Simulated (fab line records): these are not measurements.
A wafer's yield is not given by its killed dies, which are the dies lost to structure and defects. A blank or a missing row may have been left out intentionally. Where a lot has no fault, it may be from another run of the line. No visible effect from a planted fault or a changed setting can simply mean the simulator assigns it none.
Matching of chambers    flow n5 finfet    rie diel-05 running N5_BEOL_M0_SAQP_ETCH_106: 4 sister chambers
The step etches SOC in N2/H2, stops on SiNx, target depth 150 nm. 8 wafers are shown with their chamber, then 11 later ones without.

EACH WAFER AND ITS CHAMBER
wafer   chamber  showerhead plenum p Torr (Torr)  throttle valve pct (%)
L075.5  0        2.45                             18.02
L086.5  3        2.64                             17.98
L087.1  2        2.60                             18.02
L087.5  1        2.41                             17.52
L088.1  1        2.41                             17.50
L088.3  3        2.64                             17.99
L088.4  2        2.60                             18.04
L091.2  0        2.44                             18.07

WAFERS WITH NO CHAMBER GIVEN
wafer   showerhead plenum p Torr (Torr)  throttle valve pct (%)
L091.3  2.60                             18.03
L091.6  2.64                             18.01
L093.1  2.41                             17.54
L093.3  2.63                             18.03
L093.6  2.41                             17.54
L094.2  2.41                             17.52
L094.3  2.63                             18.03
L094.5  2.43                             18.07
L095.1  2.41                             17.53
L095.3  2.63                             18.04
L095.4  2.41                             17.53

WHICH CHAMBER EACH WENT THROUGH
wafer   from the rows above  in truth
L091.3  2                    2
L091.6  3                    3
L093.1  1                    1
L093.3  3                    3
L093.6  1                    1
L094.2  1                    1
L094.3  3                    3
L094.5  0                    0
L095.1  1                    1
L095.3  3                    3
L095.4  1                    1
11 of 11 placed correctly. Can't be placed from these rows: 0. Number placed wrongly: 0.
How it was worked out, from the rows above alone: a wafer's distance from a chamber is the root of the sum, over the readings, of the square of ((its reading less the chamber's mean) divided by the reading's scatter). The wafer belongs to the nearest chamber; if the next one is less than 2 further off, it can't be placed. A chamber's mean is the mean of its shown wafers. The scatter is the square root of a quotient: the sum, over the shown wafers, of each reading's squared deviation from its chamber's mean, divided by wafers minus chambers.
